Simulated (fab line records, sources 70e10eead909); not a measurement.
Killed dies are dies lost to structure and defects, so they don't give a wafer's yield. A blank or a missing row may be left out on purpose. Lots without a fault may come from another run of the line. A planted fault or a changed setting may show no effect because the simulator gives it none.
fab line records | flow nand_harc
record lots=24 wafers=72 last_day=34
route steps=1302 shown A_CONTACT@1082 A_BLC@1123
lots that met no fault: from a run of the same line without faults
start_h: hours from the record's first day to the start of the lot's first wafer shown | wait_h: hours since the lot's step before | " the same as in the row above | L1.1+2: a row that stands for several wafers | - no value, or no start given | * or withheld: withheld | < > ~ a bound
route shown NAME@n: a module of which the file shows steps, and the number in the route of the first | usual: mean/standard deviation of fault-free wafers | same: alike in all rows | chamber/n: place in a boat | sites: the reading at each site | _std_site: their standard deviation | _edge_site: outer sites' mean less inner sites' | radius_mm: how far each site lies from the wafer's centre | mask NAME#n: copy n | behind: the tool/chamber that last shaped the wafer | hold: why the lot was held/for how many hours/how that ended | device: the transistor (n, p or np) that didn't switch | end of line: the same wafers' tests at the end of the route | a step without rows: its recipe alone | killed: dies lost to structure and defects at the first sort, not the wafer's yield | map: a wafer's dies, x killed, . not, _ none there
set.NAME: the setting as run; set.NAME@STEP: as run at that earlier step | model.NAME: the simulator's own value behind a step, which no gauge read
steps of the route over a sample of lots; a table a step, a row a wafer
services: from which hour (start_h, from the record's first day; less than 0 if before it) a tool's chamber was out of use, for how many hours, and why
## steps
# step NHARC_A_CONTACT_ETCH_88
# recipe target_depth_a=390 over_etch_frac=0.3 time_s=65 ion_energy_ev=80 cf4_flow_sccm=150 ar_flow_sccm=0 rf_w=300 bias_w=100 chemistry=CF4
# usual drypump_motor_current_A=5.8/0.42 oes_product_au=0.996/0.0076 rf_fwd_power_W=297.4/1 rf_vpp_V=151.3/1.1 showerhead_plenum_p_Torr=1.77/0.055 throttle_valve_pct=13.282/0.0099
# columns lot.wafer tool chamber start_h wait_h drypump_motor_current_A oes_product_au rf_fwd_power_W rf_hours_counter_h rf_vpp_V showerhead_plenum_p_Torr throttle_valve_pct
L074.3 rie_diel-12 3 505.95 0.1 6.1 0.988 296.8 16 151.2 1.71 13.267
L074.5 " 0 " " 5.0 1.005 298.4 - 150.3 1.72 13.284
L074.6 " 1 " " 5.5 1.007 297.8 - 152.1 1.80 13.279
L076.2 rie_diel-12 2 516.73 0.1 5.5 0.984 297.6 18 152.3 1.81 13.286
L076.3 " 1 " " 5.5 0.999 297.2 14 152.6 1.80 13.279
L076.6 " 3 " " 6.1 0.988 296.6 - 150.4 1.71 13.278
L075.2 rie_diel-07 2 519.20 0.1 6.1 0.996 297.6 6 152.4 1.79 13.278
L075.5 " 0 " " 6.3 0.995 297.3 - 149.5 1.69 13.279
L075.6 " 1 " " 5.9 1.009 297.9 - 152.1 1.83 13.282
L077.2 rie_diel-07 0 532.05 0.1 6.3 0.994 297.9 10 150.7 1.69 13.280
L077.5 " 2 " " 6.0 0.993 295.6 - 150.6 1.79 13.287
L077.6 " 3 " " 5.6 0.990 298.5 - 152.1 1.85 13.283
L079.3 rie_diel-07 3 545.39 0.1 5.6 0.994 297.9 11 151.5 1.85 13.278
L079.1 " 2 " " 6.1 1.004 297.1 11 150.7 1.79 13.281
L079.5 " 3 " " 5.6 0.999 297.3 - 152.1 1.85 13.291
L078.4 rie_diel-12 3 545.97 0.1 6.1 1.001 297.0 27 151.5 1.71 13.299
L078.1 " 1 " " 5.5 1.000 297.2 24 151.3 1.79 13.271
L078.6 " 2 " " 5.5 0.991 295.7 - 152.3 1.81 13.298
L080.1 rie_diel-12 2 580.73 0.1 5.4 0.977 295.9 35 152.0 1.81 13.297
L080.3 " 3 " " 6.1 0.988 298.5 37 150.7 1.71 13.267
L080.2 " 0 " " 5.0 0.980 297.1 38 150.3 1.71 13.281
L083.2 rie_diel-07 2 584.15 0.1 6.1 0.997 296.4 16 151.4 1.79 13.278
L083.4 " 0 " " 6.3 1.002 298.3 17 150.0 1.69 13.290
L083.5 " 2 " " 6.1 1.010 297.1 - 150.4 1.79 13.278
L081.3 rie_diel-12 0 593.49 0.1 5.0 1.002 297.9 44 153.6 1.71 13.290
L081.1 " 1 " " 5.5 0.994 297.7 39 151.1 1.79 13.300
L081.6 " 1 " " 5.5 0.993 298.1 - 150.7 1.79 13.298
L085.3 rie_diel-07 0 598.21 0.1 6.3 0.993 298.5 20 150.6 1.69 13.275
L085.2 " 1 " " 5.9 1.007 298.2 19 151.7 1.83 13.277
L085.4 " 2 " " 6.1 1.006 297.4 19 151.4 1.79 13.282
L082.4 rie_diel-11 3 599.73 0.1 5.0 0.985 296.8 52 151.3 1.74 13.288
L082.2 " 0 " " 6.3 1.001 295.2 61 151.6 1.80 13.279
L082.6 " 2 " " 6.1 1.003 296.5 - 151.7 1.80 13.279
L084.4 rie_diel-07 1 600.06 0.1 5.9 1.013 295.8 19 151.7 1.83 13.273
L084.1 " 2 " " 6.1 1.004 296.7 20 152.2 1.79 13.298
L084.2 " 0 " " 6.3 0.991 298.2 20 150.7 1.69 13.279
L086.4 rie_diel-07 0 604.58 0.1 6.3 0.990 297.9 21 149.6 1.69 13.297
L086.2 " 3 " " 5.6 0.992 296.0 21 151.8 1.85 13.272
L086.5 " 0 " " 6.3 0.982 297.3 - 149.3 1.69 13.293
L089.2 rie_diel-12 2 659.02 0.1 5.4 0.995 295.6 9 152.0 1.80 13.288
L089.1 " 0 " " 5.0 1.000 298.9 11 150.2 1.70 13.277
L089.5 " 1 " " 5.5 0.994 298.0 - 151.2 1.79 13.279
L087.3 rie_diel-07 2 661.75 0.1 6.1 0.993 296.2 0 152.6 1.79 13.266
L087.2 " 3 " " 5.6 1.002 298.3 0 152.1 1.85 13.288
L087.1 " 1 " " 5.9 1.006 296.1 0 150.9 1.83 13.286
L088.3 rie_diel-07 2 671.04 0.1 6.1 0.999 296.9 1 151.4 1.79 13.273
L088.2 " 3 " " 5.6 1.006 294.6 1 152.4 1.85 13.278
L088.1 " 0 " " 6.3 0.990 296.7 1 150.7 1.69 13.282
L090.2 rie_diel-11 2 676.82 0.1 6.1 1.004 298.2 23 151.2 1.79 13.287
L090.6 " 2 " " 6.1 0.997 298.1 - 151.9 1.79 13.273
L090.5 " 0 " " 6.3 1.009 295.6 - 149.3 1.80 13.264
L093.2 rie_diel-12 0 682.75 0.1 5.0 1.004 297.9 20 149.0 1.70 13.259
L093.3 " 1 " " 5.5 1.005 298.0 19 152.5 1.78 13.280
L093.5 " 0 " " 5.0 0.999 297.6 - 151.5 1.70 13.282
L091.3 rie_diel-11 3 683.91 0.1 5.0 0.997 298.6 25 149.7 1.73 13.285
L091.1 " 1 " " 6.2 1.001 297.6 24 152.1 1.81 13.278
L091.5 " 3 " " 5.0 0.996 297.7 - 150.2 1.73 13.298
L092.4 rie_diel-12 2 701.05 0.1 5.4 1.003 297.9 22 151.3 1.80 13.282
L092.1 " 0 " " 5.0 1.011 298.3 23 149.0 1.70 13.268
L092.6 " 2 " " 5.4 0.998 296.8 - 152.4 1.80 13.285
L094.4 rie_diel-07 0 706.46 0.1 6.3 0.985 298.2 8 150.6 1.68 13.292
L094.3 " 2 " " 6.1 0.994 296.2 8 150.2 1.78 13.280
L094.6 " 0 " " 6.3 0.986 298.2 - 149.3 1.68 13.299
L095.4 rie_diel-07 3 715.29 0.1 5.6 1.003 297.0 9 151.7 1.85 13.273
L095.1 " 2 " " 6.1 1.001 295.7 9 151.0 1.78 13.275
L095.5 " 3 " " 5.6 1.003 297.0 - 151.2 1.85 13.289
L097.3 rie_diel-11 3 737.26 0.1 5.0 0.993 298.2 44 149.1 1.72 13.273
L097.4 " 0 " " 6.3 1.002 296.9 40 151.4 1.79 13.277
L097.6 " 0 " " 6.3 1.000 295.9 - 151.8 1.79 13.266
L096.3 rie_diel-12 0 773.21 0.1 5.0 1.003 298.9 48 149.4 1.69 13.292
L096.2 " 1 " " 5.5 0.989 298.9 44 151.7 1.78 13.272
L096.6 " 3 " " 6.1 0.993 297.4 - 149.5 1.69 13.283
# step NHARC_A_CONTACT_ETCH_134
# recipe source_w=withheld pressure_mtorr=20 bias_v=withheld time_s=140 target_depth_a=7000 ar_flow_sccm=withheld c4f8_flow_sccm=withheld o2_flow_sccm=withheld chemistry=C4F8/O2/Ar
# columns lot.wafer tool chamber start_h wait_h rf_hours_counter_h
L074.3 har_cap_etch-03 1 507.04 - -
L074.6 " 1 " " -
L074.5 " 0 " " -
L076.2 har_cap_etch-01 1 517.81 - 0
L076.3 " 1 " " -
L076.6 " 0 " " -
L075.2 har_cap_etch-02 0 520.31 - 95
L075.6 " 0 " " -
L075.5 " 1 " " -
L077.2 har_cap_etch-03 0 533.17 - 47
L077.6 " 1 " " -
L077.5 " 0 " " -
L079.1 har_cap_etch-03 1 546.47 - 48
L079.3 " 0 " " -
L079.5 " 1 " " -
L078.1 har_cap_etch-01 1 547.04 - 5
L078.4 " 0 " " -
L078.6 " 1 " " -
L080.2 har_cap_etch-02 1 581.76 - 106
L080.1 " 0 " " 106
L080.3 " 0 " " -
L083.2 har_cap_etch-03 1 585.19 - 56
L083.4 " 0 " " -
L083.5 " 0 " " -
L081.1 har_cap_etch-02 1 594.56 - 111
L081.3 " 0 " " -
L081.6 " 1 " " -
L085.2 har_cap_etch-01 1 599.28 - 15
L085.3 " 0 " " -
L085.4 " 1 " " -
L082.2 har_cap_etch-02 1 600.86 - 113
L082.4 " 0 " " -
L082.6 " 1 " " -
L084.2 har_cap_etch-03 0 601.11 - 61
L084.1 " 1 " " 61
L084.4 " 0 " " -
L086.2 har_cap_etch-01 0 605.62 - 17
L086.4 " 1 " " -
L086.5 " 1 " " -
L089.1 har_cap_etch-03 1 660.06 - 67
L089.2 " 0 " " 67
L089.5 " 1 " " -
L087.1 har_cap_etch-03 0 662.79 - 68
L087.2 " 1 " " 68
L087.3 " 0 " " -
L088.2 har_cap_etch-03 1 672.07 - 69
L088.1 " 0 " " 69
L088.3 " 1 " " -
L090.2 har_cap_etch-03 0 678.09 - 71
L090.5 " 1 " " -
L090.6 " 0 " " -
L093.2 har_cap_etch-02 0 683.83 - 124
L093.3 " 1 " " -
L093.5 " 0 " " -
L091.1 har_cap_etch-03 1 684.94 - 72
L091.3 " 0 " " -
L091.5 " 1 " " -
L092.1 har_cap_etch-01 0 702.10 - 32
L092.4 " 1 " " -
L092.6 " 0 " " -
L094.4 har_cap_etch-02 0 708.10 - -
L094.3 " 1 " " -
L094.6 " 0 " " -
L095.1 har_cap_etch-01 1 716.33 - 33
L095.4 " 0 " " -
L095.5 " 1 " " -
L097.4 har_cap_etch-01 0 738.39 - -
L097.3 " 1 " " -
L097.6 " 0 " " -
L096.2 har_cap_etch-03 1 774.27 - 87
L096.3 " 0 " " -
L096.6 " 0 " " -
# step NHARC_A_CONTACT_ETCH_139
# recipe source_w=withheld pressure_mtorr=20 bias_v=400 time_s=195 target_depth_a=8400 ar_flow_sccm=withheld c4f8_flow_sccm=11.5 o2_flow_sccm=7.2 chemistry=C4F8/O2/Ar
# columns lot.wafer tool chamber start_h wait_h rf_hours_counter_h
L074.3 har_cap_etch-03 1 508.47 0.3 -
L074.6 " 1 " " -
L074.5 " 0 " " -
L076.2 har_cap_etch-01 1 519.11 0.2 1
L076.3 " 1 " " -
L076.6 " 0 " " -
L075.2 har_cap_etch-02 0 521.61 0.2 96
L075.6 " 0 " " -
L075.5 " 1 " " -
L077.2 har_cap_etch-03 0 534.47 0.2 48
L077.6 " 1 " " -
L077.5 " 0 " " -
L079.1 har_cap_etch-03 1 547.77 0.2 49
L079.3 " 0 " " -
L079.5 " 1 " " -
L078.1 har_cap_etch-01 1 548.33 0.2 7
L078.4 " 0 " " -
L078.6 " 1 " " -
L080.2 har_cap_etch-02 1 583.04 0.2 108
L080.1 " 0 " " 108
L080.3 " 0 " " -
L083.2 har_cap_etch-03 1 586.83 0.2 57
L083.4 " 0 " " -
L083.5 " 0 " " -
L081.1 har_cap_etch-02 1 595.86 0.2 112
L081.3 " 0 " " -
L081.6 " 1 " " -
L085.2 har_cap_etch-01 1 600.57 0.2 17
L085.3 " 0 " " -
L085.4 " 1 " " -
L082.2 har_cap_etch-02 1 602.15 0.2 114
L082.4 " 0 " " -
L082.6 " 1 " " -
L084.2 har_cap_etch-03 0 602.39 0.2 62
L084.1 " 1 " " 62
L084.4 " 0 " " -
L086.2 har_cap_etch-01 0 606.91 0.2 18
L086.4 " 1 " " -
L086.5 " 1 " " -
L089.1 har_cap_etch-03 1 661.34 0.2 68
L089.2 " 0 " " 68
L089.5 " 1 " " -
L087.1 har_cap_etch-03 0 664.08 0.2 69
L087.2 " 1 " " 69
L087.3 " 0 " " -
L088.2 har_cap_etch-03 1 673.36 0.2 70
L088.1 " 0 " " 70
L088.3 " 1 " " -
L090.2 har_cap_etch-03 0 679.83 0.3 72
L090.5 " 1 " " -
L090.6 " 0 " " -
L093.2 har_cap_etch-02 0 685.57 0.3 125
L093.3 " 1 " " -
L093.5 " 0 " " -
L091.1 har_cap_etch-03 1 686.65 0.3 73
L091.3 " 0 " " -
L091.5 " 1 " " -
L092.1 har_cap_etch-01 0 703.81 0.3 33
L092.4 " 1 " " -
L092.6 " 0 " " -
L094.4 har_cap_etch-02 0 709.41 0.2 -
L094.3 " 1 " " -
L094.6 " 0 " " -
L095.1 har_cap_etch-01 1 718.42 1.0 35
L095.4 " 0 " " -
L095.5 " 1 " " -
L097.4 har_cap_etch-01 0 740.14 0.3 -
L097.3 " 1 " " -
L097.6 " 0 " " -
L096.2 har_cap_etch-03 1 775.57 0.2 89
L096.3 " 0 " " -
L096.6 " 0 " " -
# step NHARC_A_BLC_ETCH_18
# recipe target_depth_a=9100 c4f8_flow_sccm=20 o2_flow_sccm=10 ar_flow_sccm=withheld rf_w=600 bias_w=1500 chemistry=C4F8/O2/Ar
# usual oes_product_au=0.949/0.023 rf_fwd_power_W=598.9/1.8 rf_vpp_V=978/4.4
# columns lot.wafer tool chamber start_h wait_h oes_product_au rf_fwd_power_W rf_hours_counter_h rf_vpp_V
L074.3 rie_diel-02 2 - - 0.924 600.6 10 978
L074.6 " 2 " " 0.934 596.4 - 979
L074.5 " 3 " " 0.921 599.9 - 981
L076.2 rie_diel-01 3 - - 0.972 597.1 10 978
L076.3 " 2 " " 0.992 600.2 9 983
L076.6 " 0 " " 0.973 598.5 - 979
L075.2 rie_diel-01 3 - - 0.973 599.4 10 977
L075.5 " 2 " " 0.965 598.6 - 984
L075.6 " 3 " " 0.968 601.8 - 976
L077.2 rie_diel-01 3 - - 0.926 597.5 11 979
L077.6 " 2 " " 0.919 598.3 - 984
L077.5 " 3 " " 0.927 596.6 - 976
L079.1 rie_diel-01 3 - - 0.924 600.0 12 977
L079.3 " 2 " " 0.918 599.8 11 984
L079.5 " 0 " " 0.924 599.6 - 979
L078.4 rie_diel-02 0 - - 0.929 597.8 13 979
L078.1 " 2 " " 0.924 596.5 14 980
L078.6 " 3 " " 0.936 599.5 - 981
L080.1 rie_diel-04 1 - - 0.982 600.9 10 989
L080.2 " 2 " " 0.975 598.3 12 981
L080.3 " 3 " " 0.967 597.3 11 985
L083.4 rie_diel-01 0 - - 0.931 597.9 1 979
L083.2 " 3 " " 0.924 599.3 2 977
L083.5 " 1 " " 0.922 600.8 - 973
L081.3 rie_diel-01 3 - - 0.983 600.2 2 977
L081.1 " 1 " " 0.962 598.5 2 973
L081.6 " 0 " " 0.958 596.6 - 979
L085.4 rie_diel-01 2 - - 0.966 602.6 3 983
L085.3 " 3 " " 0.970 598.5 3 977
L085.2 " 0 " " 0.949 600.3 3 978
L082.2 rie_diel-02 0 - - 0.951 596.6 2 979
L082.4 " 1 " " 0.946 596.9 2 971
L082.6 " 1 " " 0.959 597.9 - 973
L084.4 rie_diel-01 2 - - 0.970 597.3 3 985
L084.1 " 3 " " 0.965 598.5 3 978
L084.2 " 0 " " 0.978 598.5 3 980
L086.2 rie_diel-01 3 - - 0.986 599.2 3 978
L086.4 " 0 " " 0.974 597.1 4 979
L086.5 " 1 " " 0.965 602.2 - 972
L089.2 rie_diel-01 1 - - 0.922 598.4 8 974
L089.1 " 3 " " 0.922 600.5 6 977
L089.5 " 1 " " 0.922 600.5 - 973
L087.3 rie_diel-01 3 - - 0.961 600.2 7 976
L087.2 " 0 " " 0.946 599.2 7 978
L087.1 " 1 " " 0.952 596.9 8 972
L088.1 rie_diel-01 0 - - 0.947 597.3 7 978
L088.3 " 1 " " 0.966 597.9 9 974
L088.2 " 2 " " 0.984 596.7 8 983
L090.2 rie_diel-01 1 - - 0.921 598.9 9 973
L090.6 " 2 " " 0.920 600.3 - 984
L090.5 " 3 " " 0.913 598.1 - 976
L093.2 rie_diel-02 2 - - 0.959 599.1 9 978
L093.3 " 1 " " 0.980 598.7 8 970
L093.5 " 2 " " 0.964 598.4 - 977
L091.1 rie_diel-02 2 - - 0.929 598.8 9 978
L091.3 " 3 " " 0.931 598.4 9 980
L091.5 " 1 " " 0.925 598.8 - 971
L092.4 rie_diel-02 3 - - 0.928 601.6 11 979
L092.1 " 1 " " 0.920 598.2 11 971
L092.6 " 3 " " 0.936 601.0 - 980
L094.3 rie_diel-01 3 - - 0.922 601.6 9 977
L094.4 " 0 " " 0.924 598.9 10 979
L094.6 " 2 " " 0.927 598.9 - 984
L095.1 rie_diel-01 2 - - 0.967 597.1 12 985
L095.4 " 3 " " 0.950 601.4 11 976
L095.5 " 1 " " 0.970 600.0 - 971
L097.4 rie_diel-01 1 - - 0.984 599.9 0 971
L097.3 " 0 " " 0.979 598.0 0 978
L097.6 " 1 " " 0.975 600.3 - 972
L096.3 rie_diel-01 3 - - 0.952 603.4 2 977
L096.2 " 2 " " 0.930 596.0 2 982
L096.6 " 3 " " 0.958 600.0 - 977
# step NHARC_A_BLC_CD_MEAS_19
# usual cd_nm=99.7/1.7
# columns lot.wafer tool chamber start_h wait_h cd_nm
L074.3 cd_sem-01 - 513.31 - 96.1
L074.5 " - " " 97.3
L074.6 " - " " 99.2
L076.2 cd_sem-01 - 524.12 - 99.2
L076.3 " - " " 100.5
L076.6 " - " " 99.4
L075.2 cd_sem-03 - 526.56 - 100.1
L075.5 " - " " 99.9
L075.6 " - " " 100.1
L077.2 cd_sem-01 - 539.29 - 98.8
L077.5 " - " " 97.7
L077.6 " - " " 97.5
L079.1 cd_sem-02 - 552.55 - 102.1
L079.3 " - " " 101.2
L079.5 " - " " 101.5
L078.1 cd_sem-02 - 553.37 - 100.7
L078.4 " - " " 99.3
L078.6 " - " " 102.2
L080.1 cd_sem-03 - 587.96 - 101.7
L080.2 " - " " 100.9
L080.3 " - " " 102.0
L083.2 cd_sem-03 - 595.01 - 100.9
L083.4 " - " " 98.8
L083.5 " - " " 100.0
L081.1 cd_sem-01 - 600.55 - 98.6
L081.3 " - " " 98.0
L081.6 " - " " 96.6
L085.2 cd_sem-01 - 605.32 - 99.5
L085.3 " - " " 102.4
L085.4 " - " " 101.3
L082.2 cd_sem-03 - 607.18 - 97.6
L082.4 " - " " 98.9
L082.6 " - " " 98.7
L084.1 cd_sem-01 - 607.39 - 95.5
L084.2 " - " " 96.3
L084.4 " - " " 99.1
L086.2 cd_sem-03 - 611.67 - 100.7
L086.4 " - " " 99.1
L086.5 " - " " 99.4
L089.1 cd_sem-01 - 666.12 - 99.5
L089.2 " - " " 101.8
L089.5 " - " " 101.7
L087.1 cd_sem-02 - 668.99 - 99.7
L087.2 " - " " 98.4
L087.3 " - " " 98.1
L088.1 cd_sem-02 - 678.27 - 99.5
L088.2 " - " " 98.8
L088.3 " - " " 100.6
L090.2 cd_sem-02 - 684.76 - 100.7
L090.5 " - " " 96.1
L090.6 " - " " 98.8
L093.2 cd_sem-01 - 690.51 - 103.0
L093.3 " - " " 97.4
L093.5 " - " " 103.4
L091.1 cd_sem-02 - 691.62 - 101.6
L091.3 " - " " 100.3
L091.5 " - " " 103.0
L092.1 cd_sem-02 - 708.70 - 99.5
L092.4 " - " " 100.2
L092.6 " - " " 99.3
L094.3 cd_sem-03 - 714.71 - 98.4
L094.4 " - " " 100.3
L094.6 " - " " 100.5
L095.1 cd_sem-03 - 723.35 - 100.5
L095.4 " - " " 99.2
L095.5 " - " " 102.1
L097.3 cd_sem-03 - 744.97 - 98.7
L097.4 " - " " 100.1
L097.6 " - " " 97.5
L096.2 cd_sem-03 - 780.26 - 99.2
L096.3 " - " " 102.9
L096.6 " - " " 98.6
# step NHARC_A_BLC_STRIP_29
# recipe cf4_flow_sccm=150 ar_flow_sccm=0 bias_w=0 chemistry=CF4
# usual drypump_motor_current_A=5.8/0.32 oes_product_au=1.001/0.0074 rf_vpp_V=59.4/0.92 showerhead_plenum_p_Torr=1.77/0.062 throttle_valve_pct=13.284/0.0092
# columns lot.wafer tool chamber start_h wait_h drypump_motor_current_A oes_product_au rf_hours_counter_h rf_vpp_V showerhead_plenum_p_Torr throttle_valve_pct
L074.3 rie_diel-02 2 513.39 0.1 6.0 1.006 10 60.5 1.78 13.284
L074.6 " 1 " " 5.7 1.005 - 58.4 1.68 13.296
L074.5 " 2 " " 6.0 0.999 - 59.1 1.78 13.281
L076.2 rie_diel-01 1 524.19 0.1 5.8 1.003 9 57.5 1.70 13.290
L076.3 " 2 " " 6.3 1.010 9 61.8 1.84 13.291
L076.6 " 2 " " 6.3 1.010 - 58.2 1.84 13.287
L075.2 rie_diel-01 0 526.66 0.1 5.8 1.006 9 59.7 1.78 13.272
L075.5 " 1 " " 5.8 1.009 - 59.2 1.69 13.280
L075.6 " 2 " " 6.2 1.001 - 58.8 1.84 13.283
L077.2 rie_diel-02 1 539.37 0.1 5.7 0.999 11 58.3 1.68 13.288
L077.5 " 1 " " 5.7 0.996 - 58.0 1.68 13.281
L077.6 " 2 " " 6.0 1.008 - 60.7 1.78 13.274
L079.1 rie_diel-04 0 552.63 0.1 5.3 0.993 2 58.9 1.69 13.284
L079.3 " 2 " " 6.2 0.993 2 58.5 1.80 13.288
L079.5 " 3 " " 6.0 0.995 - 61.1 1.86 13.283
L078.1 rie_diel-04 2 553.46 0.1 6.2 0.994 2 59.5 1.80 13.270
L078.4 " 3 " " 5.9 0.992 3 60.6 1.86 13.279
L078.6 " 0 " " 5.2 0.992 - 57.9 1.69 13.282
L080.2 rie_diel-02 1 588.04 0.1 5.7 1.005 1 58.4 1.68 13.284
L080.1 " 2 " " 6.0 1.010 1 60.5 1.78 13.281
L080.3 " 3 " " 5.8 1.009 1 60.0 1.80 13.287
L083.4 rie_diel-02 3 595.11 0.1 5.8 1.011 1 60.5 1.80 13.271
L083.2 " 0 " " 5.5 0.990 1 58.7 1.77 13.284
L083.5 " 2 " " 5.9 1.009 - 58.6 1.78 13.295
L081.3 rie_diel-02 3 600.63 0.1 5.8 1.002 1 60.1 1.80 13.285
L081.1 " 1 " " 5.7 1.003 2 59.6 1.68 13.284
L081.6 " 3 " " 5.8 1.014 - 59.5 1.80 13.293
L085.4 rie_diel-02 2 605.39 0.1 5.9 1.003 2 58.2 1.78 13.284
L085.2 " 3 " " 5.8 1.002 1 59.6 1.80 13.290
L085.3 " 0 " " 5.5 0.992 1 59.7 1.77 13.274
L082.2 rie_diel-04 2 607.27 0.1 6.2 1.002 18 61.0 1.80 13.294
L082.4 " 0 " " 5.3 0.998 13 58.9 1.69 13.303
L082.6 " 1 " " 6.6 1.007 - 58.9 1.90 13.288
L084.4 rie_diel-02 0 607.47 0.1 5.5 1.004 2 60.3 1.77 13.282
L084.2 " 1 " " 5.7 1.005 2 58.5 1.68 13.276
L084.1 " 2 " " 5.9 1.015 2 62.2 1.78 13.276
L086.4 rie_diel-02 2 611.75 0.1 6.0 0.999 3 59.1 1.78 13.296
L086.2 " 3 " " 5.8 1.014 2 59.8 1.80 13.271
L086.5 " 2 " " 6.0 0.993 - 60.9 1.78 13.285
L089.1 rie_diel-02 1 666.20 0.1 5.7 1.002 6 58.9 1.68 13.289
L089.2 " 3 " " 5.8 1.004 6 58.8 1.80 13.289
L089.5 " 2 " " 6.0 1.005 - 59.0 1.78 13.293
L087.1 rie_diel-04 2 669.06 0.1 6.2 0.990 43 59.6 1.79 13.278
L087.3 " 3 " " 6.0 1.003 38 60.5 1.85 13.283
L087.2 " 0 " " 5.3 1.008 25 57.7 1.69 13.284
L088.3 rie_diel-02 2 678.34 0.1 6.0 1.005 7 59.6 1.78 13.288
L088.1 " 3 " " 5.8 1.004 7 59.7 1.80 13.269
L088.2 " 1 " " 5.7 0.987 7 58.2 1.68 13.282
L090.2 rie_diel-04 2 684.85 0.1 6.2 0.988 50 57.3 1.79 13.290
L090.5 " 0 " " 5.3 0.994 - 59.0 1.69 13.285
L090.6 " 1 " " 6.6 1.002 - 60.5 1.89 13.282
L093.2 rie_diel-01 1 690.63 0.1 5.8 1.000 9 59.3 1.69 13.277
L093.3 " 2 " " 6.3 1.002 9 59.6 1.84 13.282
L093.5 " 0 " " 5.7 1.003 - 60.7 1.77 13.286
L091.1 rie_diel-01 2 691.70 0.1 6.3 1.002 9 59.5 1.84 13.294
L091.3 " 0 " " 5.8 0.992 8 59.9 1.77 13.280
L091.5 " 1 " " 5.8 0.991 - 59.7 1.69 13.298
L092.1 rie_diel-04 0 708.79 0.1 5.2 0.999 36 59.3 1.68 13.297
L092.4 " 1 " " 6.6 0.997 52 60.8 1.89 13.286
L092.6 " 3 " " 6.0 0.994 - 58.7 1.84 13.304
L094.4 rie_diel-02 3 714.79 0.1 5.8 1.005 12 59.8 1.80 13.280
L094.3 " 0 " " 5.5 1.007 11 58.8 1.77 13.309
L094.6 " 3 " " 5.8 1.004 - 60.0 1.80 13.286
L095.1 rie_diel-02 0 723.44 0.1 5.5 1.007 12 60.2 1.77 13.281
L095.4 " 2 " " 6.0 0.989 12 60.1 1.77 13.272
L095.5 " 0 " " 5.5 0.990 - 60.0 1.77 13.278
L097.3 rie_diel-02 0 745.05 0.1 5.5 0.992 13 59.9 1.77 13.274
L097.4 " 2 " " 5.9 1.001 13 59.2 1.77 13.288
L097.6 " 0 " " 5.5 0.998 - 60.4 1.77 13.268
L096.3 rie_diel-02 1 780.35 0.1 5.7 1.009 3 58.1 1.68 13.270
L096.2 " 2 " " 6.0 1.002 3 58.6 1.77 13.279
L096.6 " 0 " " 5.5 1.009 - 59.8 1.77 13.300
## services
# columns tool chamber start_h hours kind
har_cap_etch-01 - 497.00 17.0 pm
har_cap_etch-03 - 497.54 0.5 repair
rie_diel-01 2 520.61 2.8 repair
rie_diel-04 - 534.82 9.0 pm
rie_diel-01 2 548.55 2.6 repair
rie_diel-01 - 557.82 9.0 pm
rie_diel-12 3 562.56 6.0 repair
rie_diel-01 0 568.45 6.7 repair
rie_diel-02 - 570.70 9.0 pm
har_cap_etch-01 - 610.08 0.4 repair
rie_diel-01 0 618.00 2.5 repair
rie_diel-12 - 622.57 9.0 pm
har_cap_etch-01 - 630.10 2.5 repair
rie_diel-07 - 648.31 9.0 pm
har_cap_etch-03 - 654.22 0.4 repair
rie_diel-12 - 693.04 1.3 repair
rie_diel-02 2 710.67 4.1 repair
rie_diel-01 - 711.71 1.4 repair
rie_diel-01 - 734.91 9.0 pm
rie_diel-07 - 741.43 4.2 repair
rie_diel-02 - 747.70 9.0 pm
har_cap_etch-02 - 754.00 17.0 pm
rie_diel-02 0 764.52 8.9 repair
rie_diel-01 2 768.46 5.6 repair
## key
fault none
